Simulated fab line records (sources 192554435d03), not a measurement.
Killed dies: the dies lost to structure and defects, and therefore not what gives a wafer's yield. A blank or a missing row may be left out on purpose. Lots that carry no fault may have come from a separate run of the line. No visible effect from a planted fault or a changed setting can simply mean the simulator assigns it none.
One fault seen from 3 desks    flow n5_finfet    what lay behind the numbers comes last; until then each desk has only its own

## DESK OF THE TOOL OWNER: rie_diel-04
The tool's own readings at N5_BEOL_M5_ETCH_68 (etches SOC in N2/H2, target depth 80 nm, overetch 16 nm, time 120 s): means of the sampled wafers that have a number, for each lot that ran on this tool. The brackets show how far a lot's mean lies from the usual mean; more than 4 standard deviations puts the lot out of limits, marked OUT.
Columns: A = bias_w at N5_BEOL_M5_ETCH_68, usual 150.0 W; B = drypump_motor_current_A at N5_BEOL_M5_ETCH_68, usual 5.8 A; C = oes_product_au at N5_BEOL_M5_ETCH_68, usual 0.59 a.u.; D = rf_vpp_V at N5_BEOL_M5_ETCH_68, usual 523.5 V; E = run_length_s at N5_BEOL_M5_ETCH_68, usual 143.2 s; F = showerhead_plenum_p_Torr at N5_BEOL_M5_ETCH_68, usual 2.53 Torr; G = throttle_valve_pct at N5_BEOL_M5_ETCH_68, usual 17.8 %
lot   first seen here  A      B    C     D      E                F     G
L319  day 10 12:34     149.8  5.6  0.56  522.4  152.5 (+19) OUT  2.50  17.6
This desk's verdict: out of limits on L319, starting with L319 at day 10 12:34 (run_length_s at N5_BEOL_M5_ETCH_68). In limits: none.

## THE METROLOGY DESK
Lot by lot, what the gauges showed, no matter which tool ran the lot: averages of those sampled wafers that carry a number. The brackets show how far a lot's mean lies from the usual mean; more than 4 standard deviations puts the lot out of limits, marked OUT.
Columns: A = cd_nm at N5_BEOL_M5_CD_MEAS_28, usual 30.56 nm; B = V4_OVL at N5_BEOL_M5_OVL_MEAS_29, usual -0.5 nm
lot   first seen here  A      B
L313  day 9 05:09      30.58  -0.8
L319  day 10 12:13     30.30  -1.1
L330  day 12 13:51     30.56  -1.4
L329  day 12 21:26     30.55  0.0
L334  day 14 01:38     30.85  -0.5
Result from this desk: across the 5 lots, nothing is out of limits.

## THE DEFECT DESK
Lot by lot, what the route's inspections counted, given as the mean of those sampled wafers with a number. The brackets show how far a lot's mean lies from the usual mean; more than 4 standard deviations puts the lot out of limits, marked OUT.
Columns: A = raw_defect_count at N5_BEOL_M5_INSPECT_30, usual 474
lot   first seen here  A
L313  day 9 05:14      384
L319  day 10 12:19     406
L330  day 12 13:56     494
L329  day 12 21:31     552
L334  day 14 01:43     538
Result from this desk: across the 5 lots, nothing is out of limits.

## ALL TOGETHER
An alarm could have come from the tool owner's desk at day 10 12:34, on L319.
The metrology desk saw nothing out of limits.
No out-of-limits result turned up at the defect desk.
The metrology desk has L319 on record, within its limits.
The defect desk has L319 on record, within its limits.
All the named lots went through N5_BEOL_M5_ETCH_68 on rie_diel-04.

## WHAT WAS PUT IN BY THE SIMULATOR
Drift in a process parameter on rie_diel-04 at N5_BEOL_M5_ETCH_68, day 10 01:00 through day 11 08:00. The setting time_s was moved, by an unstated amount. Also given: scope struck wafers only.
Lots struck among those shown: L319.
How many hours passed from the start of the fault until each desk's first out-of-limits reading: the tool owner's desk, 12.
